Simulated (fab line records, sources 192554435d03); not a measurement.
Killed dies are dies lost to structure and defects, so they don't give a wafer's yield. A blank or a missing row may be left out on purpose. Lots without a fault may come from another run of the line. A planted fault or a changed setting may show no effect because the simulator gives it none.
fab line records | flow n5_finfet
record lots=24 wafers=72 last_day=19
route steps=1938 shown WELL_APT@28 FIN_SAQP@98
lots that met no fault: from a run of the same line without faults
start_h: hours from the record's first day to the start of the lot's first wafer shown | wait_h: hours since the lot's step before | " the same as in the row above | L1.1+2: a row that stands for several wafers | - no value, or no start given | * or withheld: withheld | < > ~ a bound
route shown NAME@n: a module of which the file shows steps, and the number in the route of the first | usual: mean/standard deviation of fault-free wafers | same: alike in all rows | chamber/n: place in a boat | sites: the reading at each site | _std_site: their standard deviation | _edge_site: outer sites' mean less inner sites' | radius_mm: how far each site lies from the wafer's centre | mask NAME#n: copy n | behind: the tool/chamber that last shaped the wafer | hold: why the lot was held/for how many hours/how that ended | device: the transistor (n, p or np) that didn't switch | end of line: the same wafers' tests at the end of the route | a step without rows: its recipe alone | killed: dies lost to structure and defects at the first sort, not the wafer's yield | map: a wafer's dies, x killed, . not, _ none there
set.NAME: the setting as run; set.NAME@STEP: as run at that earlier step | model.NAME: the simulator's own value behind a step, which no gauge read
steps of the route over a sample of lots; a table a step, a row a wafer
services: from which hour (start_h, from the record's first day; less than 0 if before it) a tool's chamber was out of use, for how many hours, and why
## steps
# step N5_WELL_APT_CD_MEAS_08
# recipe target_cd_nm=200 landing_energy_ev=500 detector=se_inlens
# usual cd_nm=199.4/2.1
# columns lot.wafer tool chamber start_h wait_h cd_nm
L074.1 cd_sem-01 0 13.63 - 199.9
L074.5 " 0 " " 202.9
L074.6 " 0 " " 198.6
L075.2 cd_sem-02 0 19.81 - 199.7
L075.5 " 0 " " 198.9
L075.6 " 0 " " 197.9
L076.4 cd_sem-02 0 25.81 - 199.5
L076.5 " 0 " " 202.2
L076.6 " 0 " " 196.6
L077.1 cd_sem-02 0 31.56 - 196.5
L077.3 " 0 " " 197.9
L077.6 " 0 " " 197.8
L078.4 cd_sem-02 0 37.72 - 200.0
L078.5 " 0 " " 200.4
L078.6 " 0 " " 200.1
L079.1 cd_sem-01 0 43.68 - 201.5
L079.3 " 0 " " 196.5
L079.4 " 0 " " 197.8
L080.3 cd_sem-02 0 49.81 - 195.7
L080.4 " 0 " " 199.8
L080.5 " 0 " " 197.0
L081.2 cd_sem-02 0 55.81 - 196.4
L081.3 " 0 " " 199.8
L081.5 " 0 " " 196.4
L082.2 cd_sem-02 0 61.71 - 195.4
L082.3 " 0 " " 200.4
L082.6 " 0 " " 197.0
L083.3 cd_sem-02 0 68.02 - 200.4
L083.4 " 0 " " 202.5
L083.5 " 0 " " 199.5
L084.1 cd_sem-02 0 73.68 - 200.6
L084.4 " 0 " " 201.7
L084.6 " 0 " " 201.8
L085.1 cd_sem-02 0 79.68 - 198.7
L085.4 " 0 " " 197.9
L085.6 " 0 " " 199.6
L086.1 cd_sem-01 0 85.68 - 197.6
L086.2 " 0 " " 195.2
L086.3 " 0 " " 196.0
L087.1 cd_sem-01 0 91.69 - 203.0
L087.2 " 0 " " 202.0
L087.4 " 0 " " 197.9
L088.1 cd_sem-01 0 97.69 - 199.4
L088.3 " 0 " " 196.7
L088.5 " 0 " " 200.0
L089.2 cd_sem-02 0 103.77 - 199.1
L089.3 " 0 " " 197.6
L089.6 " 0 " " 197.3
L090.1 cd_sem-02 0 109.81 - 201.0
L090.2 " 0 " " 200.3
L090.6 " 0 " " 200.1
L091.2 cd_sem-02 0 115.72 - 200.7
L091.3 " 0 " " 202.1
L091.4 " 0 " " 200.5
L092.2 cd_sem-01 0 121.56 - 198.5
L092.4 " 0 " " 197.7
L092.6 " 0 " " 197.0
L093.1 cd_sem-01 0 127.96 - 199.6
L093.5 " 0 " " 197.0
L093.6 " 0 " " 199.5
L094.2 cd_sem-01 0 133.69 - 201.9
L094.3 " 0 " " 198.2
L094.5 " 0 " " 200.4
L095.1 cd_sem-01 0 139.71 - 200.1
L095.2 " 0 " " 200.0
L095.4 " 0 " " 200.6
L096.1 cd_sem-01 0 145.83 - 199.5
L096.3 " 0 " " 200.9
L096.5 " 0 " " 199.0
L097.1 cd_sem-02 0 151.81 - 199.9
L097.4 " 0 " " 202.0
L097.5 " 0 " " 200.5
# step N5_WELL_APT_OVL_MEAS_26
# recipe points_per_wafer=44
# usual PWELL_OVL=0/5.6
# columns lot.wafer tool chamber start_h wait_h PWELL_OVL[nm]
L074.1 overlay-02 0 14.92 0.0 2
L074.5 " 0 " " 4
L074.6 " 0 " " 12
L075.2 overlay-01 0 21.10 0.0 -5
L075.5 " 0 " " -2
L075.6 " 0 " " 1
L076.4 overlay-01 0 27.54 0.0 -1
L076.5 " 0 " " -2
L076.6 " 0 " " 0
L077.1 overlay-02 0 32.84 0.0 2
L077.3 " 0 " " 3
L077.6 " 0 " " 3
L078.4 overlay-02 0 38.87 0.0 4
L078.5 " 0 " " -3
L078.6 " 0 " " 7
L079.1 overlay-01 0 44.97 0.0 6
L079.3 " 0 " " 5
L079.4 " 0 " " 7
L080.3 overlay-01 0 51.08 0.0 6
L080.4 " 0 " " 6
L080.5 " 0 " " 4
L081.2 overlay-02 0 56.96 0.0 -2
L081.3 " 0 " " 6
L081.5 " 0 " " 2
L082.2 overlay-02 0 62.99 0.0 3
L082.3 " 0 " " -2
L082.6 " 0 " " -2
L083.3 overlay-02 0 69.31 0.0 -10
L083.4 " 0 " " -3
L083.5 " 0 " " -9
L084.1 overlay-01 0 75.08 0.0 7
L084.4 " 0 " " -2
L084.6 " 0 " " -9
L085.1 overlay-01 0 81.43 0.0 -3
L085.4 " 0 " " -6
L085.6 " 0 " " -3
L086.1 overlay-02 0 86.99 0.0 8
L086.2 " 0 " " -5
L086.3 " 0 " " 3
L087.1 overlay-01 0 92.99 0.0 -1
L087.2 " 0 " " 1
L087.4 " 0 " " 1
L088.1 overlay-01 0 98.85 0.0 -6
L088.3 " 0 " " 2
L088.5 " 0 " " -2
L089.2 overlay-01 0 105.05 0.0 -7
L089.3 " 0 " " -6
L089.6 " 0 " " -9
L090.1 overlay-01 0 110.99 0.0 -5
L090.2 " 0 " " -14
L090.6 " 0 " " -14
L091.2 overlay-01 0 117.00 0.0 2
L091.3 " 0 " " -5
L091.4 " 0 " " 1
L092.2 overlay-01 0 122.96 0.0 -9
L092.4 " 0 " " -10
L092.6 " 0 " " -4
L093.1 overlay-01 0 129.56 0.0 5
L093.5 " 0 " " -4
L093.6 " 0 " " -6
L094.2 overlay-01 0 134.97 0.0 3
L094.3 " 0 " " -1
L094.5 " 0 " " -2
L095.1 overlay-02 0 141.15 0.0 0
L095.2 " 0 " " -1
L095.4 " 0 " " -11
L096.1 overlay-01 0 147.05 0.0 -12
L096.3 " 0 " " 0
L096.5 " 0 " " -10
L097.1 overlay-02 0 153.11 0.0 -5
L097.4 " 0 " " -2
L097.5 " 0 " " -8
# step N5_FIN_SAQP_PECVD_47
# recipe material=a-Si target_thk_a=450 temp_c=400 precursor=SiH4/He pressure_torr=3 rf_w=100 time_s=36.3
# usual heater_power_w=857/120 showerhead_plenum_p_Torr=5.67/0.041 throttle_valve_pct=18.5/1.1
# columns lot.wafer tool chamber start_h wait_h heater_power_w showerhead_plenum_p_Torr throttle_valve_pct
L074.1 pecvd-04 0 20.69 0.0 850 5.67 19.0
L074.5 " 0 " " 831 5.66 19.0
L074.6 " 2 " " 822 5.70 17.3
L075.2 pecvd-03 2 26.92 0.0 1087 5.72 19.3
L075.5 " 2 " " 1080 5.71 18.9
L075.6 " 1 " " 992 5.66 17.4
L076.4 pecvd-03 1 33.15 0.1 1013 5.64 17.5
L076.5 " 1 " " 977 5.63 17.5
L076.6 " 2 " " 1091 5.74 18.9
L077.1 pecvd-04 1 38.71 0.0 766 5.68 20.0
L077.3 " 1 " " 773 5.67 19.8
L077.6 " 0 " " 878 5.68 19.1
L078.4 pecvd-04 1 45.08 0.1 780 5.68 19.7
L078.5 " 1 " " 651 5.68 19.9
L078.6 " 0 " " 961 5.67 19.0
L079.1 pecvd-03 2 50.85 0.0 1049 5.72 19.3
L079.3 " 1 " " 843 5.65 17.5
L079.4 " 2 " " 1077 5.73 19.1
L080.3 pecvd-04 0 57.00 0.0 789 5.68 19.1
L080.4 " 0 " " 794 5.66 19.1
L080.5 " 2 " " 722 5.70 17.0
L081.2 pecvd-04 0 63.10 0.0 819 5.67 19.2
L081.3 " 1 " " 765 5.67 19.9
L081.5 " 0 " " 839 5.67 19.2
L082.2 pecvd-01 0 69.03 0.0 826 5.63 18.5
L082.3 " 1 " " 704 5.67 20.0
L082.6 " 0 " " 824 5.64 18.6
L083.3 pecvd-03 1 75.28 0.0 934 5.62 17.2
L083.4 " 1 " " 935 5.64 17.3
L083.5 " 0 " " 888 5.64 17.2
L084.1 pecvd-03 2 81.54 0.0 969 5.73 19.0
L084.4 " 2 " " 954 5.73 19.2
L084.6 " 0 " " 766 5.63 17.6
L085.1 pecvd-03 2 89.36 0.0 1092 5.73 19.2
L085.4 " 1 " " 1015 5.65 17.5
L085.6 " 2 " " 1094 5.73 19.2
L086.1 pecvd-01 1 94.05 0.0 635 5.68 19.9
L086.2 " 2 " " 864 5.53 17.6
L086.3 " 0 " " 865 5.62 18.3
L087.1 pecvd-04 1 98.76 0.0 777 5.69 19.7
L087.2 " 0 " " 864 5.66 19.1
L087.4 " 0 " " 860 5.66 19.1
L088.1 pecvd-04 1 104.39 0.0 658 5.68 20.1
L088.3 " 1 " " 650 5.69 19.7
L088.5 " 1 " " 673 5.68 19.7
L089.2 pecvd-03 0 111.03 0.0 758 5.64 17.4
L089.3 " 2 " " 1095 5.71 19.1
L089.6 " 0 " " 771 5.64 17.4
L090.1 pecvd-03 1 117.18 0.0 898 5.65 17.3
L090.2 " 0 " " 851 5.64 17.4
L090.6 " 0 " " 847 5.65 17.7
L091.2 pecvd-03 1 122.62 0.0 937 5.65 17.3
L091.3 " 0 " " 905 5.64 17.4
L091.4 " 1 " " 893 5.65 17.3
L092.2 pecvd-01 0 129.69 0.0 824 5.63 18.5
L092.4 " 0 " " 806 5.61 18.4
L092.6 " 2 " " 924 5.52 17.6
L093.1 pecvd-04 1 135.89 0.0 736 5.67 19.9
L093.5 " 0 " " 894 5.66 19.3
L093.6 " 2 " " 725 5.71 17.0
L094.2 pecvd-04 2 141.32 0.0 802 5.69 16.8
L094.3 " 0 " " 943 5.66 19.4
L094.5 " 2 " " 807 5.68 17.0
L095.1 pecvd-04 2 147.05 0.0 730 5.68 16.9
L095.2 " 0 " " 847 5.67 19.3
L095.4 " 1 " " 763 5.69 19.9
L096.1 pecvd-04 0 153.01 0.0 917 5.66 19.1
L096.3 " 1 " " 690 5.70 20.0
L096.5 " 1 " " 716 5.67 19.9
L097.1 pecvd-03 2 159.73 0.0 941 5.70 17.2
L097.4 " 2 " " 953 5.71 17.1
L097.5 " 1 " " 900 5.66 17.3
# step N5_FIN_SAQP_CD_MEAS_16
# recipe target_cd_nm=35.6 landing_energy_ev=500 detector=se_inlens
# usual cd_nm=35.5/0.41
# columns lot.wafer tool chamber start_h wait_h cd_nm
L074.1 cd_sem-01 0 21.34 - 35.9
L074.5 " 0 " " 35.6
L074.6 " 0 " " 35.4
L075.2 cd_sem-02 0 27.52 - 35.2
L075.5 " 0 " " 35.7
L075.6 " 0 " " 35.4
L076.4 cd_sem-01 0 33.88 - 34.6
L076.5 " 0 " " 35.2
L076.6 " 0 " " 34.7
L077.1 cd_sem-01 0 39.43 - 35.7
L077.3 " 0 " " 35.7
L077.6 " 0 " " 35.6
L078.4 cd_sem-01 0 45.79 - 35.6
L078.5 " 0 " " 35.2
L078.6 " 0 " " 35.2
L079.1 cd_sem-01 0 51.38 - 35.3
L079.3 " 0 " " 35.3
L079.4 " 0 " " 36.0
L080.3 cd_sem-02 0 57.66 - 35.1
L080.4 " 0 " " 35.1
L080.5 " 0 " " 35.5
L081.2 cd_sem-02 0 63.75 - 35.3
L081.3 " 0 " " 35.4
L081.5 " 0 " " 36.0
L082.2 cd_sem-02 0 69.68 - 36.4
L082.3 " 0 " " 36.0
L082.6 " 0 " " 35.8
L083.3 cd_sem-01 0 75.94 - 35.4
L083.4 " 0 " " 34.8
L083.5 " 0 " " 35.5
L084.1 cd_sem-02 0 82.27 - 36.0
L084.4 " 0 " " 34.9
L084.6 " 0 " " 35.4
L085.1 cd_sem-01 0 90.03 - 35.2
L085.4 " 0 " " 36.0
L085.6 " 0 " " 35.5
L086.1 cd_sem-01 0 94.58 - 35.7
L086.2 " 0 " " 35.7
L086.3 " 0 " " 35.0
L087.1 cd_sem-01 0 99.48 - 36.5
L087.2 " 0 " " 36.5
L087.4 " 0 " " 36.3
L088.1 cd_sem-02 0 105.02 - 36.0
L088.3 " 0 " " 36.4
L088.5 " 0 " " 35.8
L089.2 cd_sem-01 0 111.56 - 35.6
L089.3 " 0 " " 35.7
L089.6 " 0 " " 35.9
L090.1 cd_sem-01 0 117.71 - 35.3
L090.2 " 0 " " 35.3
L090.6 " 0 " " 35.4
L091.2 cd_sem-02 0 123.27 - 35.2
L091.3 " 0 " " 35.5
L091.4 " 0 " " 34.9
L092.2 cd_sem-02 0 130.37 - 36.4
L092.4 " 0 " " 35.1
L092.6 " 0 " " 35.6
L093.1 cd_sem-01 0 136.55 - 35.3
L093.5 " 0 " " 35.6
L093.6 " 0 " " 35.3
L094.2 cd_sem-02 0 141.85 - 35.0
L094.3 " 0 " " 35.2
L094.5 " 0 " " 35.3
L095.1 cd_sem-02 0 147.70 - 35.8
L095.2 " 0 " " 35.6
L095.4 " 0 " " 35.7
L096.1 cd_sem-02 0 153.67 - 35.5
L096.3 " 0 " " 35.0
L096.5 " 0 " " 35.4
L097.1 cd_sem-01 0 160.26 - 35.5
L097.4 " 0 " " 35.5
L097.5 " 0 " " 35.5
# step N5_FIN_SAQP_ETCH_69
# recipe chemistry=N2/H2 target=SOC target_depth_a=1500 stop_on=SiNx ion_energy_ev=100 bias_w=61 pressure_mtorr=30 source_w=850 n2_flow_sccm=200 h2_flow_sccm=200
# usual drypump_motor_current_A=5.6/0.53 oes_product_au=0.76/0.074 rf_vpp_V=241.3/1.2 showerhead_plenum_p_Torr=2.59/0.063 throttle_valve_pct=17.8/0.31
# columns lot.wafer tool chamber start_h wait_h drypump_motor_current_A oes_product_au rf_hours_counter_h rf_vpp_V showerhead_plenum_p_Torr throttle_valve_pct
L074.1 rie_diel-05 1 25.75 - 4.9 0.71 133 242.4 2.56 17.6
L074.5 " 0 " " 6.3 0.83 - 240.5 2.44 17.4
L074.6 " 3 " " 5.6 0.72 - 243.0 2.62 17.7
L075.2 rie_diel-06 1 30.47 - 6.5 0.88 27 240.8 2.61 17.4
L075.5 " 0 " " 5.3 0.78 - 242.3 2.65 17.9
L075.6 " 3 " " 4.8 0.69 - 239.0 2.51 17.6
L076.4 rie_diel-06 0 36.95 - 5.3 0.76 129 242.5 2.65 17.9
L076.5 " 1 " " 6.5 0.89 - 241.3 2.61 17.5
L076.6 " 0 " " 5.3 0.76 - 240.7 2.65 17.9
L077.1 rie_diel-02 1 43.27 - 5.8 0.81 86 240.7 2.58 18.1
L077.3 " 0 " " 6.2 0.73 169 241.8 2.64 18.1
L077.6 " 0 " " 6.2 0.73 - 240.4 2.64 18.1
L078.4 rie_diel-06 2 49.36 - 5.4 0.70 219 241.8 2.61 17.8
L078.5 " 3 " " 4.8 0.68 - 240.7 2.50 17.6
L078.6 " 2 " " 5.4 0.70 - 240.6 2.61 17.8
L079.1 rie_diel-06 3 54.21 - 4.8 0.68 248 240.4 2.50 17.7
L079.3 " 1 " " 6.4 0.88 33 242.2 2.61 17.5
L079.4 " 0 " " 5.3 0.76 133 241.3 2.65 17.9
L080.3 rie_diel-05 3 61.39 - 5.6 0.73 197 240.1 2.62 17.7
L080.4 " 2 " " 5.9 0.89 17 240.3 2.49 17.4
L080.5 " 1 " " 4.9 0.70 - 241.0 2.55 17.6
L081.2 rie_diel-05 2 66.70 - 5.9 0.88 19 239.4 2.49 17.4
L081.3 " 3 " " 5.6 0.72 199 241.3 2.62 17.7
L081.5 " 2 " " 5.9 0.89 - 238.8 2.49 17.4
L082.2 rie_diel-02 3 72.54 - 5.3 0.70 212 240.8 2.61 18.0
L082.3 " 0 " " 6.1 0.71 179 242.9 2.64 18.1
L082.6 " 3 " " 5.3 0.70 - 242.0 2.61 18.0
L083.3 rie_diel-05 1 78.86 - 4.9 0.70 152 240.2 2.55 17.6
L083.4 " 2 " " 5.9 0.88 24 240.5 2.48 17.4
L083.5 " 2 " " 5.9 0.88 - 241.1 2.48 17.4
L084.1 rie_diel-02 0 85.09 - 6.2 0.71 184 242.6 2.64 18.1
L084.4 " 2 " " 5.1 0.73 161 242.3 2.67 18.2
L084.6 " 3 " " 5.3 0.69 - 241.9 2.61 18.0
L085.1 rie_diel-02 0 94.67 - 6.2 0.71 187 243.0 2.63 18.1
L085.4 " 2 " " 5.1 0.73 164 242.0 2.67 18.2
L085.6 " 2 " " 5.1 0.73 - 240.9 2.67 18.2
L086.1 rie_diel-06 0 98.46 - 5.3 0.75 150 242.7 2.64 17.9
L086.2 " 1 " " 6.5 0.85 49 242.4 2.60 17.5
L086.3 " 2 " " 5.4 0.68 235 241.0 2.60 17.8
L087.1 rie_diel-02 1 102.58 - 5.8 0.78 107 239.8 2.57 18.2
L087.2 " 2 " " 5.1 0.73 167 241.8 2.67 18.3
L087.4 " 0 " " 6.2 0.71 191 241.8 2.63 18.2
L088.1 rie_diel-02 1 108.30 - 5.8 0.78 109 240.7 2.57 18.2
L088.3 " 0 " " 6.2 0.71 192 241.7 2.63 18.2
L088.5 " 2 " " 5.1 0.73 - 240.3 2.67 18.3
L089.2 rie_diel-06 1 115.06 - 6.5 0.85 54 240.7 2.60 17.5
L089.3 " 3 " " 4.8 0.92 11 239.6 2.50 17.3
L089.6 " 0 " " 5.3 0.75 - 244.5 2.64 17.9
L090.1 rie_diel-06 0 120.55 - 5.3 0.74 158 242.2 2.64 17.9
L090.2 " 3 " " 4.8 0.92 12 239.6 2.50 17.3
L090.6 " 0 " " 5.3 0.75 - 242.0 2.64 17.9
L091.2 rie_diel-02 3 126.94 - 5.3 0.68 232 241.4 2.60 18.1
L091.3 " 2 " " 5.1 0.72 175 244.5 2.67 18.3
L091.4 " 0 " " 6.2 0.70 201 243.3 2.63 18.2
L092.2 rie_diel-02 2 133.29 - 5.1 0.72 178 241.6 2.67 18.3
L092.4 " 0 " " 6.2 0.70 203 241.7 2.63 18.2
L092.6 " 3 " " 5.3 0.68 - 241.8 2.60 18.1
L093.1 rie_diel-06 3 139.76 - 4.8 0.90 19 240.2 2.49 17.3
L093.5 " 0 " " 5.3 0.74 - 240.9 2.63 17.9
L093.6 " 1 " " 6.5 0.83 - 242.2 2.60 17.5
L094.2 rie_diel-02 0 146.36 - 6.2 0.70 208 242.4 2.62 18.2
L094.3 " 3 " " 5.3 0.68 239 242.2 2.60 18.1
L094.5 " 1 " " 5.8 0.77 - 241.5 2.57 18.2
L095.1 rie_diel-05 1 150.86 - 4.9 0.68 174 241.2 2.54 17.6
L095.2 " 2 " " 6.0 0.83 46 240.0 2.47 17.5
L095.4 " 0 " " 6.3 0.79 107 239.6 2.43 17.5
L096.1 rie_diel-06 1 156.52 - 6.5 0.83 68 240.0 2.60 17.6
L096.3 " 3 " " 4.8 0.89 25 238.8 2.49 17.3
L096.5 " 0 " " 5.3 0.73 - 239.9 2.63 18.0
L097.1 rie_diel-06 1 164.20 - 6.4 0.82 71 240.8 2.60 17.5
L097.4 " 3 " " 4.8 0.88 28 241.6 2.49 17.3
L097.5 " 3 " " 4.8 0.88 - 238.2 2.49 17.3
# step N5_FIN_SAQP_SPACER2_ETCHBACK_29
# recipe chemistry=CHF3/O2 mode=anisotropic_etchback target=SiO2 target_depth_a=122 time_s=6.1 pressure_mtorr=30 source_w=650 bias_w=170 Ar_flow_sccm=200 CHF3_flow_sccm=50 O2_flow_sccm=5 ion_energy_ev=200
# usual drypump_motor_current_A=5.6/0.5 oes_product_au=0.76/0.074 rf_vpp_V=519/13 showerhead_plenum_p_Torr=2.46/0.047 throttle_valve_pct=18.94/0.28
# columns lot.wafer tool chamber start_h wait_h drypump_motor_current_A oes_product_au rf_hours_counter_h rf_vpp_V showerhead_plenum_p_Torr throttle_valve_pct
L074.1 rie_diel-06 3 26.41 0.2 4.8 0.69 239 534 2.38 18.67
L074.5 " 1 " " 6.5 0.91 - 526 2.46 18.35
L074.6 " 0 " " 5.3 0.79 - 506 2.52 19.06
L075.2 rie_diel-06 1 31.10 0.2 6.5 0.91 27 525 2.46 18.36
L075.5 " 2 " " 5.5 0.70 - 530 2.46 18.94
L075.6 " 1 " " 6.5 0.92 - 524 2.46 18.34
L076.4 rie_diel-02 3 37.58 0.2 5.3 0.71 202 499 2.48 19.15
L076.5 " 2 " " 5.1 0.76 - 518 2.51 18.99
L076.6 " 3 " " 5.3 0.71 - 499 2.48 19.14
L077.1 rie_diel-02 2 44.13 0.2 5.1 0.75 147 517 2.51 18.99
L077.3 " 1 " " 5.8 0.82 86 523 2.44 19.04
L077.6 " 1 " " 5.7 0.83 - 522 2.44 19.04
L078.4 rie_diel-02 1 49.99 0.2 5.7 0.82 89 523 2.43 19.05
L078.5 " 3 " " 5.3 0.69 - 500 2.48 19.16
L078.6 " 0 " " 6.1 0.74 - 537 2.50 19.25
L079.1 rie_diel-05 2 55.89 0.2 5.9 0.91 14 496 2.38 18.66
L079.3 " 1 " " 4.9 0.71 144 513 2.44 18.76
L079.4 " 0 " " 6.3 0.82 78 504 2.35 18.78
L080.3 rie_diel-06 0 62.15 0.3 5.3 0.77 136 505 2.52 19.07
L080.4 " 1 " " 6.4 0.89 - 525 2.45 18.34
L080.5 " 0 " " 5.3 0.77 - 506 2.52 19.08
L081.2 rie_diel-02 1 67.33 0.2 5.7 0.81 94 523 2.43 19.05
L081.3 " 3 " " 5.3 0.70 211 499 2.47 19.16
L081.5 " 3 " " 5.3 0.70 - 500 2.47 19.16
L082.2 rie_diel-05 2 73.17 0.2 5.9 0.90 20 496 2.38 18.68
L082.3 " 3 " " 5.6 0.71 201 528 2.48 18.84
L082.6 " 1 " " 4.9 0.71 - 514 2.44 18.78
L083.3 rie_diel-02 1 79.57 0.2 5.8 0.81 99 522 2.43 19.06
L083.4 " 2 " " 5.1 0.75 160 519 2.51 19.01
L083.5 " 0 " " 6.2 0.73 - 537 2.50 19.28
L084.1 rie_diel-02 3 85.72 0.2 5.3 0.69 216 501 2.47 19.15
L084.4 " 0 " " 6.2 0.72 184 537 2.50 19.27
L084.6 " 1 " " 5.7 0.80 - 523 2.43 19.06
L085.1 rie_diel-06 2 96.79 0.2 5.4 0.68 235 532 2.45 18.96
L085.4 " 0 " " 5.3 0.75 149 506 2.51 19.10
L085.6 " 0 " " 5.3 0.75 - 505 2.51 19.10
L086.1 rie_diel-02 0 99.81 0.2 6.2 0.72 190 537 2.49 19.29
L086.2 " 3 " " 5.3 0.69 221 498 2.47 19.18
L086.3 " 1 " " 5.7 0.79 106 522 2.43 19.07
L087.1 rie_diel-02 2 103.21 0.2 5.1 0.74 167 517 2.50 19.02
L087.2 " 0 " " 6.2 0.72 191 538 2.49 19.28
L087.4 " 1 " " 5.8 0.79 108 521 2.43 19.09
L088.1 rie_diel-06 1 108.94 0.2 6.5 0.87 53 525 2.45 18.39
L088.3 " 3 " " 4.8 0.94 9 533 2.37 18.34
L088.5 " 1 " " 6.4 0.86 - 524 2.45 18.40
L089.2 rie_diel-05 0 115.88 0.2 6.3 0.80 96 504 2.34 18.81
L089.3 " 3 " " 5.6 0.71 215 528 2.47 18.87
L089.6 " 0 " " 6.3 0.81 - 503 2.34 18.80
L090.1 rie_diel-06 2 121.18 0.2 5.4 0.68 243 531 2.45 19.00
L090.2 " 3 " " 4.8 0.92 12 533 2.37 18.35
L090.6 " 2 " " 5.4 0.68 - 530 2.45 19.00
L091.2 rie_diel-06 2 127.69 0.2 5.4 0.68 245 530 2.45 18.98
L091.3 " 0 " " 5.3 0.75 160 506 2.51 19.11
L091.4 " 1 " " 6.5 0.86 58 524 2.45 18.42
L092.2 rie_diel-02 2 133.92 0.2 5.1 0.72 178 518 2.50 19.02
L092.4 " 1 " " 5.8 0.78 119 522 2.42 19.09
L092.6 " 2 " " 5.1 0.72 - 516 2.50 19.03
L093.1 rie_diel-06 3 140.39 0.2 4.8 0.91 19 532 2.37 18.39
L093.5 " 0 " " 5.3 0.75 - 504 2.51 19.13
L093.6 " 1 " " 6.5 0.85 - 523 2.44 18.42
L094.2 rie_diel-02 0 146.99 0.2 6.2 0.70 208 538 2.49 19.30
L094.3 " 3 " " 5.3 0.67 239 499 2.46 19.20
L094.5 " 1 " " 5.7 0.78 - 523 2.42 19.10
L095.1 rie_diel-05 1 151.49 0.2 5.0 0.70 174 514 2.43 18.84
L095.2 " 0 " " 6.3 0.81 107 504 2.34 18.82
L095.4 " 2 " " 5.9 0.85 47 497 2.36 18.71
L096.1 rie_diel-02 1 157.23 0.3 5.8 0.78 127 521 2.42 19.09
L096.3 " 3 " " 5.3 0.67 243 499 2.46 19.22
L096.5 " 2 " " 5.1 0.71 - 517 2.50 19.04
L097.1 rie_diel-02 1 164.83 0.2 5.7 0.77 129 522 2.42 19.12
L097.4 " 3 " " 5.3 0.66 245 498 2.46 19.23
L097.5 " 0 " " 6.2 0.70 - 538 2.48 19.32
## services
# columns tool chamber start_h hours kind
rie_diel-05 - 5.20 0.2 repair
pecvd-04 0 6.16 5.5 scheduled_down
pecvd-04 2 21.12 - clean
pecvd-04 2 21.12 - consumable_replace:showerhead
rie_diel-02 3 24.79 6.3 repair
pecvd-03 0 25.92 13.7 repair
rie_diel-05 3 39.99 7.1 repair
rie_diel-02 3 42.32 4.4 repair
rie_diel-06 - 46.53 2.8 pm
pecvd-01 0 51.20 3.6 repair
rie_diel-06 3 61.57 - clean
rie_diel-06 3 61.57 - consumable_replace:focus_ring
rie_diel-06 3 61.57 14.3 scheduled_down
rie_diel-06 3 61.57 14.3 vent_cycle
pecvd-03 1 76.77 5.0 repair
rie_diel-06 3 89.22 5.0 repair
pecvd-04 2 96.11 9.0 repair
pecvd-03 - 96.70 1.1 repair
rie_diel-05 1 121.32 1.8 repair
pecvd-04 - 125.96 1.0 repair
rie_diel-06 2 144.60 - clean
rie_diel-06 2 144.60 - consumable_replace:focus_ring
rie_diel-06 2 144.60 14.3 scheduled_down
rie_diel-06 2 144.60 14.3 vent_cycle
## key
fault none
